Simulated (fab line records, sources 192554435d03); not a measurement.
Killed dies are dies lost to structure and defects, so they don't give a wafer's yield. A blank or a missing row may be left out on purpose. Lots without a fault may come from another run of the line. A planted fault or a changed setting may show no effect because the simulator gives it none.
fab line records | flow n5_finfet | part 1 of 2: steps 1 to 19 of 26
record lots=5 wafers=15 last_day=15
route steps=1938 shown BEOL_M11@1554
lots that met no fault: from a run of the same line without faults
start_h: hours from the record's first day to the start of the lot's first wafer shown | wait_h: hours since the lot's step before | " the same as in the row above | L1.1+2: a row that stands for several wafers | - no value, or no start given | * or withheld: withheld | < > ~ a bound
route shown NAME@n: a module of which the file shows steps, and the number in the route of the first | usual: mean/standard deviation of fault-free wafers | same: alike in all rows | chamber/n: place in a boat | sites: the reading at each site | _std_site: their standard deviation | _edge_site: outer sites' mean less inner sites' | radius_mm: how far each site lies from the wafer's centre | mask NAME#n: copy n | behind: the tool/chamber that last shaped the wafer | hold: why the lot was held/for how many hours/how that ended | device: the transistor (n, p or np) that didn't switch | end of line: the same wafers' tests at the end of the route | a step without rows: its recipe alone | killed: dies lost to structure and defects at the first sort, not the wafer's yield | map: a wafer's dies, x killed, . not, _ none there
set.NAME: the setting as run; set.NAME@STEP: as run at that earlier step | model.NAME: the simulator's own value behind a step, which no gauge read
lots at some steps of the route; a table a step, a row a wafer
services: from which hour (start_h, from the record's first day; less than 0 if before it) a tool's chamber was out of use, for how many hours, and why
## steps
# step N5_BEOL_M11_ETCH_62
# recipe chemistry=N2/H2 target=SOC target_depth_a=1100 overetch_a=220 mask_material=SiARC temp_c=40 time_s=165 ion_energy_ev=200 pressure_mtorr=30 source_w=840 bias_w=150 n2_flow_sccm=200 h2_flow_sccm=200
# usual drypump_motor_current_A=5.9/0.36 oes_product_au=0.69/0.069 rf_vpp_V=523/3 showerhead_plenum_p_Torr=2.51/0.11 throttle_valve_pct=17.7/0.33
# columns lot.wafer tool chamber start_h wait_h drypump_motor_current_A oes_product_au rf_hours_counter_h rf_vpp_V showerhead_plenum_p_Torr throttle_valve_pct
L078.1 rie_diel-03 2 250.44 0.0 6.6 0.78 17 522 2.47 17.1
L078.3 " 3 " " 5.5 0.80 2 528 2.71 17.3
L078.6 " 0 " " 5.9 0.70 - 525 2.57 18.0
L083.2 rie_diel-06 1 270.22 0.0 6.2 0.72 57 521 2.48 17.9
L083.5 " 3 " " 6.0 0.63 - 521 2.42 17.8
L083.6 " 0 " " 5.4 0.81 - 530 2.70 17.5
L084.2 rie_diel-03 1 288.93 0.1 5.6 0.60 223 520 2.40 18.1
L084.3 " 1 " " 5.6 0.61 - 519 2.40 18.1
L084.5 " 1 " " 5.6 0.60 - 520 2.40 18.1
L085.4 rie_diel-03 3 295.91 0.0 5.5 0.77 14 528 2.71 17.3
L085.5 " 1 " " 5.6 0.60 - 520 2.40 18.1
L085.6 " 2 " " 6.6 0.76 - 521 2.47 17.1
L088.1 rie_diel-03 1 318.68 0.0 5.6 0.60 232 520 2.40 18.1
L088.2 " 0 " " 5.8 0.68 78 525 2.57 18.1
L088.6 " 2 " " 6.6 0.75 - 523 2.46 17.2
# step N5_BEOL_M11_STRIP_68
# recipe chemistry=N2/H2 temp_c=40 n2_flow_sccm=200 h2_flow_sccm=200 rf_frequency_hz=6e+07
# columns lot.wafer tool chamber start_h wait_h
L078.1+3+6 rie_diel-03 2,3,0 250.58 0.1
L083.2+5+6 rie_diel-06 1,3,0 270.35 0.1
L084.2+3+5 rie_diel-03 1 289.13 0.1
L085.4+5+6 rie_diel-03 3,1,2 296.05 0.1
L088.1+2+6 rie_diel-03 1,0,2 318.82 0.1
# step N5_BEOL_M11_STRIP_67
# recipe chemistry=CF4 resist=SiARC power_w=300 bias_power_w=75 pressure_mtorr=50 cf4_flow_sccm=150 rf_frequency_hz=6e+07
# usual cf4_flow_sccm=150.0/0.42 drypump_motor_current_A=5.9/0.36 oes_product_au=0.82/0.081 rf_vpp_V=270.8/1.8 showerhead_plenum_p_Torr=1.79/0.069 throttle_valve_pct=13.5/0.3
# columns lot.wafer tool chamber start_h wait_h cf4_flow_sccm drypump_motor_current_A oes_product_au rf_hours_counter_h rf_vpp_V showerhead_plenum_p_Torr throttle_valve_pct
L078.1 rie_diel-03 2 250.59 0.0 150.1 6.6 0.93 17 269.7 1.77 13.1
L078.3 " 3 " " 150.5 5.5 0.96 2 274.6 1.89 13.0
L078.6 " 0 " " 149.9 5.9 0.83 - 271.2 1.84 13.8
L083.2 rie_diel-06 1 270.36 0.0 150.5 6.2 0.85 57 272.1 1.74 13.5
L083.5 " 3 " " 150.2 6.0 0.75 - 268.4 1.73 13.7
L083.6 " 0 " " 150.0 5.5 0.96 - 275.2 1.91 13.2
L084.2 rie_diel-03 1 289.15 0.0 149.2 5.6 0.71 223 268.5 1.72 14.0
L084.3 " 1 " " 149.8 5.6 0.71 - 269.3 1.72 14.0
L084.5 " 1 " " 149.2 5.6 0.71 - 269.0 1.72 14.0
L085.4 rie_diel-03 3 296.06 0.0 149.6 5.5 0.91 14 274.4 1.89 13.0
L085.5 " 1 " " 150.2 5.6 0.71 - 269.7 1.72 14.0
L085.6 " 2 " " 150.0 6.5 0.90 - 269.9 1.77 13.1
L088.1 rie_diel-03 1 318.83 0.0 149.9 5.6 0.71 232 269.4 1.72 14.0
L088.2 " 0 " " 150.0 5.8 0.81 78 273.3 1.84 13.8
L088.6 " 2 " " 149.2 6.5 0.89 - 270.8 1.76 13.2
# step N5_BEOL_M11_HM_OPEN_17
# recipe chemistry=Cl2/BCl3 target_depth_a=200 overetch_a=60 target=TiN mask_material=SOC ion_energy_ev=150 pressure_mtorr=10 icp_w=1000 bias_w=126 Cl2_flow_sccm=53.25 bcl3_flow_sccm=21.75 Ar_flow_sccm=25
# usual drypump_motor_current_A=5.7/0.37 oes_product_au=0.67/0.058 throttle_valve_pct=21.99/0.25
# columns lot.wafer tool chamber start_h wait_h drypump_motor_current_A oes_product_au rf_hours_counter_h throttle_valve_pct
L078.1 rie_metal-01 1 250.63 0.0 5.5 0.81 5 22.21
L078.3 " 1 " " 5.5 0.80 - 22.20
L078.6 " 0 " " 5.2 0.74 - 22.28
L083.2 rie_metal-01 1 270.40 0.0 5.5 0.78 7 22.24
L083.5 " 0 " " 5.2 0.73 - 22.31
L083.6 " 1 " " 5.5 0.78 - 22.22
L084.2 rie_metal-02 0 289.20 0.0 5.7 0.62 58 21.93
L084.3 " 0 " " 5.6 0.62 - 21.91
L084.5 " 1 " " 6.3 0.63 - 21.62
L085.4 rie_metal-03 1 296.13 0.1 5.9 0.65 - 22.22
L085.5 " 1 " " 5.9 0.64 - 22.22
L085.6 " 0 " " 5.6 0.64 - 21.89
L088.1 rie_metal-03 0 318.87 0.0 5.6 0.63 53 21.89
L088.2 " 1 " " 5.9 0.64 51 22.24
L088.6 " 1 " " 6.0 0.64 - 22.22
# step N5_BEOL_M11_STRIP_19
# recipe chemistry=O2 power_w=400 temp_c=40 pressure_mtorr=30 rf_frequency_hz=6e+07 bias_power_w=0 overash_fraction=0.2 o2_flow_sccm=225
# usual drypump_motor_current_A=5.9/0.32 oes_product_au=0.81/0.086 rf_vpp_V=3.7/0.62 showerhead_plenum_p_Torr=2.08/0.091 throttle_valve_pct=16.57/0.25
# columns lot.wafer tool chamber start_h wait_h drypump_motor_current_A oes_product_au rf_hours_counter_h rf_vpp_V showerhead_plenum_p_Torr throttle_valve_pct
L078.1 rie_diel-03 1 250.78 0.1 5.6 0.71 212 3.2 1.99 17.00
L078.3 " 0 " " 5.9 0.84 60 3.5 2.12 16.76
L078.6 " 3 " " 5.5 0.96 - 3.0 2.23 16.11
L083.2 rie_diel-03 0 270.63 0.2 5.8 0.84 65 4.3 2.12 16.76
L083.5 " 2 " " 6.6 0.91 - 2.8 2.08 16.31
L083.6 " 3 " " 5.5 0.94 - 4.5 2.23 16.11
L084.2 rie_diel-04 1 289.31 0.1 6.2 0.71 205 2.7 2.18 16.68
L084.3 " 3 " " 5.7 0.77 153 3.5 1.94 16.53
L084.5 " 1 " " 6.2 0.71 - 4.1 2.18 16.67
L085.4 rie_diel-06 3 296.21 0.1 5.9 0.74 164 3.5 2.02 16.86
L085.5 " 2 " " 5.9 0.89 - 4.5 2.11 16.25
L085.6 " 3 " " 5.9 0.74 - 3.3 2.02 16.83
L088.1 rie_diel-04 3 319.05 0.2 5.6 0.75 159 3.3 1.94 16.53
L088.2 " 1 " " 6.2 0.71 211 5.0 2.17 16.68
L088.6 " 1 " " 6.2 0.72 - 3.0 2.17 16.67
# step N5_BEOL_M11_CD_MEAS_18
# recipe pitch_nm=140 target_cd_nm=70
# usual cd_nm=70.2/0.84
# columns lot.wafer tool chamber start_h wait_h cd_nm
L078.1 cd_sem-03 - 250.85 0.0 69.8
L078.3 " - " " 70.9
L078.6 " - " " 69.1
L083.2 cd_sem-01 - 270.70 0.1 71.5
L083.5 " - " " 70.0
L083.6 " - " " 71.2
L084.2 cd_sem-02 - 289.38 0.1 71.5
L084.3 " - " " 70.5
L084.5 " - " " 70.0
L085.4 cd_sem-01 - 296.28 0.1 72.4
L085.5 " - " " 69.6
L085.6 " - " " 71.5
L088.1 cd_sem-02 - 319.12 0.0 69.3
L088.2 " - " " 68.8
L088.6 " - " " 69.2
# step N5_BEOL_M11_COAT_63
# recipe resist=SOC temp_c=250 time_s=60 spin_rpm=1500 resist_thk_nm=100
# usual dispense_pressure_kPa=47/4 resist_line_temp_C=22.98/0.12
# columns lot.wafer tool chamber start_h wait_h dispense_pressure_kPa resist_line_temp_C
L078.1 litho_track-01 0 252.93 2.1 42 22.85
L078.3 " 0 " " 42 23.08
L078.6 " 0 " " 42 22.86
L083.2 litho_track-01 0 270.77 0.1 42 22.85
L083.5 " 0 " " 42 22.74
L083.6 " 0 " " 42 22.91
L084.2 litho_track-05 0 290.56 1.2 51 23.03
L084.3 " 0 " " 51 22.89
L084.5 " 0 " " 51 22.99
L085.4 litho_track-05 0 299.10 2.8 51 23.06
L085.5 " 0 " " 51 22.96
L085.6 " 0 " " 51 22.97
L088.1 litho_track-05 0 319.59 0.5 51 23.19
L088.2 " 0 " " 51 23.03
L088.6 " 0 " " 51 23.10
# step N5_BEOL_M11_COAT_64
# recipe resist=SiARC temp_c=220 time_s=60 spin_rpm=1500 resist_thk_nm=30
# usual dispense_pressure_kPa=47/4 resist_line_temp_C=22.99/0.1
# columns lot.wafer tool chamber start_h wait_h dispense_pressure_kPa resist_line_temp_C
L078.1 litho_track-01 0 - - 42 22.86
L078.3 " 0 " " 42 23.03
L078.6 " 0 " " 42 22.95
L083.2 litho_track-01 0 - - 42 22.94
L083.5 " 0 " " 42 22.93
L083.6 " 0 " " 42 23.05
L084.2 litho_track-05 0 - - 51 23.08
L084.3 " 0 " " 51 22.98
L084.5 " 0 " " 51 23.02
L085.4 litho_track-05 0 - - 51 22.91
L085.5 " 0 " " 51 23.05
L085.6 " 0 " " 51 23.07
L088.1 litho_track-05 0 - - 51 22.97
L088.2 " 0 " " 51 22.90
L088.6 " 0 " " 51 22.85
# step N5_BEOL_M11_COAT_22
# recipe resist=CAR-ArF spin_rpm=1500 resist_thk_nm=90
# usual dispense_pressure_kPa=47/4 resist_line_temp_C=23.01/0.097
# columns lot.wafer tool chamber start_h wait_h dispense_pressure_kPa resist_line_temp_C
L078.1 litho_track-01 0 - - 42 22.96
L078.3 " 0 " " 42 23.05
L078.6 " 0 " " 42 22.99
L083.2 litho_track-01 0 - - 42 23.08
L083.5 " 0 " " 42 23.10
L083.6 " 0 " " 42 22.97
L084.2 litho_track-05 0 - - 51 23.03
L084.3 " 0 " " 51 23.09
L084.5 " 0 " " 51 23.11
L085.4 litho_track-05 0 - - 51 22.98
L085.5 " 0 " " 51 22.99
L085.6 " 0 " " 51 22.97
L088.1 litho_track-05 0 - - 51 22.97
L088.2 " 0 " " 51 23.03
L088.6 " 0 " " 51 23.08
# step N5_BEOL_M11_EBR_24
# recipe solvent=PGMEA ebr_width_mm=1.5
# usual resist_line_temp_C=22.98/0.12
# columns lot.wafer tool chamber start_h wait_h resist_line_temp_C
L078.1 litho_track-01 0 - - 23.11
L078.3 " 0 " " 23.07
L078.6 " 0 " " 23.19
L083.2 litho_track-01 0 - - 22.93
L083.5 " 0 " " 22.83
L083.6 " 0 " " 23.04
L084.2 litho_track-05 0 - - 23.18
L084.3 " 0 " " 23.24
L084.5 " 0 " " 23.30
L085.4 litho_track-05 0 - - 23.11
L085.5 " 0 " " 23.14
L085.6 " 0 " " 23.05
L088.1 litho_track-05 0 - - 22.95
L088.2 " 0 " " 23.05
L088.6 " 0 " " 22.96
# step N5_BEOL_M11_SOFTBAKE_23
# recipe temp_c=110 time_s=60 resist=CAR-ArF
# usual resist_line_temp_C=23.00/0.091
# columns lot.wafer tool chamber start_h wait_h resist_line_temp_C
L078.1 litho_track-01 0 - - 22.91
L078.3 " 0 " " 23.05
L078.6 " 0 " " 23.05
L083.2 litho_track-01 0 - - 22.92
L083.5 " 0 " " 22.89
L083.6 " 0 " " 23.05
L084.2 litho_track-05 0 - - 23.19
L084.3 " 0 " " 23.03
L084.5 " 0 " " 23.20
L085.4 litho_track-05 0 - - 22.96
L085.5 " 0 " " 23.01
L085.6 " 0 " " 23.05
L088.1 litho_track-05 0 - - 23.05
L088.2 " 0 " " 22.95
L088.6 " 0 " " 22.96
# step N5_BEOL_M11_EXPOSE_25
# recipe mask_id=V10 na=1.35 source_shape=annular sigma_inner=0.5 sigma_outer=0.8 polarization=unpolarized dose_mj=85.5
# columns lot.wafer tool chamber start_h wait_h mask
L078.1+3+6 arfi_scanner-02 0 253.17 - V10#0
L083.2+5+6 arfi_scanner-01 0 271.02 - V10#0
L084.2+3+5 arfi_scanner-01 0 290.81 - V10#0
L085.4+5+6 arfi_scanner-02 0 299.37 - V10#0
L088.1+2+6 arfi_scanner-01 0 319.83 - V10#0
# step N5_BEOL_M11_PEB_26
# recipe peb_temp_c=withheld peb_time_s=60 resist=CAR-ArF
# usual resist_line_temp_C=23.01/0.096
# columns lot.wafer tool chamber start_h wait_h resist_line_temp_C
L078.1 litho_track-02 0 253.24 0.1 23.20
L078.3 " 0 " " 23.11
L078.6 " 0 " " 22.86
L083.2 litho_track-02 0 271.08 0.1 22.99
L083.5 " 0 " " 23.07
L083.6 " 0 " " 23.01
L084.2 litho_track-02 0 290.86 0.1 23.17
L084.3 " 0 " " 23.05
L084.5 " 0 " " 23.01
L085.4 litho_track-05 0 299.41 0.0 22.96
L085.5 " 0 " " 22.94
L085.6 " 0 " " 22.97
L088.1 litho_track-02 0 319.90 0.1 23.17
L088.2 " 0 " " 23.15
L088.6 " 0 " " 23.00
# step N5_BEOL_M11_DEVELOP_27
# recipe develop_time_s=30 developer=TMAH resist=CAR-ArF rinse_liquid=diw dry=air_spin dev_temp_c=23
# usual resist_line_temp_C=23.00/0.12
# same develop_time_s=30
# columns lot.wafer tool chamber start_h wait_h resist_line_temp_C
L078.1 litho_track-02 0 - - 22.96
L078.3 " 0 " " 22.89
L078.6 " 0 " " 22.97
L083.2 litho_track-02 0 - - 22.89
L083.5 " 0 " " 23.16
L083.6 " 0 " " 22.76
L084.2 litho_track-02 0 - - 23.12
L084.3 " 0 " " 23.06
L084.5 " 0 " " 23.02
L085.4 litho_track-05 0 - - 23.00
L085.5 " 0 " " 22.97
L085.6 " 0 " " 23.07
L088.1 litho_track-02 0 - - 22.93
L088.2 " 0 " " 22.98
L088.6 " 0 " " 22.82
# step N5_BEOL_M11_CD_MEAS_28
# recipe target_cd_nm=70 landing_energy_ev=500 detector=se_inlens polarity=opening
# usual cd_nm=70.1/1
# columns lot.wafer tool chamber start_h wait_h cd_nm
L078.1 cd_sem-02 0 253.30 - 69.7
L078.3 " 0 " " 70.2
L078.6 " 0 " " 71.5
L083.2 cd_sem-02 0 271.15 - 71.0
L083.5 " 0 " " 70.9
L083.6 " 0 " " 68.5
L084.2 cd_sem-03 0 290.93 - 69.9
L084.3 " 0 " " 69.3
L084.5 " 0 " " 69.5
L085.4 cd_sem-01 0 299.48 - 70.1
L085.5 " 0 " " 69.7
L085.6 " 0 " " 71.6
L088.1 cd_sem-02 0 319.96 - 71.2
L088.2 " 0 " " 71.0
L088.6 " 0 " " 71.1
# step N5_BEOL_M11_OVL_MEAS_29
# recipe points_per_wafer=44
# usual V10_OVL=-0.3/0.65
# columns lot.wafer tool chamber start_h wait_h V10_OVL[nm]
L078.1 overlay-01 0 253.33 0.0 -0.3
L078.3 " 0 " " -1.2
L078.6 " 0 " " -0.5
L083.2 overlay-02 0 271.18 0.0 0.3
L083.5 " 0 " " 0.1
L083.6 " 0 " " 1.2
L084.2 overlay-02 0 290.96 0.0 -1.1
L084.3 " 0 " " 0.0
L084.5 " 0 " " -1.0
L085.4 overlay-02 0 299.51 0.0 0.2
L085.5 " 0 " " -0.2
L085.6 " 0 " " -0.3
L088.1 overlay-02 0 319.99 0.0 -0.3
L088.2 " 0 " " 0.2
L088.6 " 0 " " 0.2
# step N5_BEOL_M11_INSPECT_30
# recipe mode=adi inspect_instrument=brightfield
# usual raw_defect_count=406/96
# columns lot.wafer tool chamber start_h wait_h raw_defect_count
L078.1 defect_inspect-01 - 253.36 0.0 265
L078.3 " - " " 393
L078.6 " - " " 362
L083.2 defect_inspect-02 - 271.20 0.0 419
L083.5 " - " " 475
L083.6 " - " " 288
L084.2 defect_inspect-01 - 290.98 0.0 460
L084.3 " - " " 477
L084.5 " - " " 417
L085.4 defect_inspect-01 - 299.53 0.0 453
L085.5 " - " " 370
L085.6 " - " " 318
L088.1 defect_inspect-02 - 320.02 0.0 396
L088.2 " - " " 611
L088.6 " - " " 577
# step N5_BEOL_M11_DESCUM_33
# recipe chemistry=O2 time_s=7.9 source_power_w=50 bias_power_w=20 pressure_mtorr=20 rf_frequency_hz=2.712e+07 temp_c=40 resist=CAR-ArF o2_flow_sccm=225
# usual drypump_motor_current_A=5.9/0.31 oes_product_au=0.82/0.086 rf_vpp_V=243.1/1.6 showerhead_plenum_p_Torr=2.08/0.086 throttle_valve_pct=20.33/0.28
# columns lot.wafer tool chamber start_h wait_h drypump_motor_current_A oes_product_au rf_hours_counter_h rf_vpp_V showerhead_plenum_p_Torr throttle_valve_pct
L078.1 rie_diel-04 1 253.39 0.0 6.2 0.73 193 243.9 2.18 20.40
L078.3 " 2 " " 6.1 0.93 15 244.9 2.13 20.27
L078.6 " 2 " " 6.1 0.95 - 244.1 2.13 20.29
L083.2 rie_diel-06 0 271.30 0.1 5.5 0.97 2 246.2 2.23 20.10
L083.5 " 2 " " 5.9 0.90 - 243.8 2.11 19.99
L083.6 " 1 " " 6.2 0.86 - 243.4 2.04 20.53
L084.2 rie_diel-03 2 291.02 0.0 6.6 0.91 28 242.2 2.07 20.13
L084.3 " 1 " " 5.6 0.71 223 242.1 1.98 20.82
L084.5 " 1 " " 5.6 0.70 - 243.1 1.99 20.82
L085.4 rie_diel-06 3 299.56 0.0 6.0 0.74 165 242.7 2.02 20.62
L085.5 " 2 " " 5.9 0.89 - 244.4 2.11 20.00
L085.6 " 3 " " 6.0 0.74 - 242.2 2.02 20.62
L088.1 rie_diel-03 3 320.34 0.3 5.5 0.90 22 245.8 2.22 19.88
L088.2 " 2 " " 6.5 0.89 37 241.5 2.07 20.14
L088.6 " 3 " " 5.5 0.90 - 245.0 2.22 19.88
# step N5_BEOL_M11_ETCH_65
# recipe chemistry=CF4 target=SiARC target_depth_a=390 mask_material=CAR-ArF time_s=65 ion_energy_ev=80 pressure_mtorr=40 source_w=545 bias_w=36 Ar_flow_sccm=100 cf4_flow_sccm=100 ends=cleared
# usual cf4_flow_sccm=100.0/0.31 drypump_motor_current_A=5.9/0.3 etch_rf_on_time_s=65.0/2.3 oes_product_au=0.70/0.073 rf_vpp_V=184.0/1.4 showerhead_plenum_p_Torr=2.14/0.086 throttle_valve_pct=15.53/0.24
# columns lot.wafer tool chamber start_h wait_h cf4_flow_sccm drypump_motor_current_A etch_rf_on_time_s oes_product_au rf_hours_counter_h rf_vpp_V showerhead_plenum_p_Torr throttle_valve_pct
L078.1 rie_diel-04 1 253.43 0.0 99.7 6.2 69.8 0.60 193 184.6 2.21 15.55
L078.3 " 2 " " 99.4 6.1 65.9 0.78 15 185.5 2.19 15.48
L078.6 " 2 " " 99.5 6.1 66.3 0.77 - 184.8 2.19 15.47
L083.2 rie_diel-06 0 271.33 0.0 100.0 5.5 62.4 0.84 2 187.4 2.29 15.32
L083.5 " 2 " " 100.1 5.9 65.6 0.76 - 186.1 2.19 15.28
L083.6 " 1 " " 100.1 6.2 64.6 0.72 - 184.4 2.09 15.65
L084.2 rie_diel-03 2 291.05 0.0 100.0 6.5 63.2 0.78 28 183.3 2.11 15.18
L084.3 " 1 " " 100.1 5.6 62.3 0.62 223 183.4 2.04 15.97
L084.5 " 1 " " 99.6 5.6 61.9 0.62 - 181.7 2.04 15.97
L085.4 rie_diel-06 3 299.60 0.0 99.8 6.0 64.2 0.64 165 183.1 2.07 15.77
L085.5 " 2 " " 100.0 5.9 65.8 0.74 - 185.7 2.18 15.30
L085.6 " 3 " " 100.1 6.0 64.8 0.63 - 181.6 2.07 15.80
L088.1 rie_diel-03 3 320.37 0.0 99.3 5.5 64.6 0.76 22 184.9 2.27 15.12
L088.2 " 2 " " 99.9 6.6 63.6 0.76 37 183.8 2.10 15.20
L088.6 " 3 " " 99.8 5.5 64.8 0.76 - 186.0 2.27 15.13
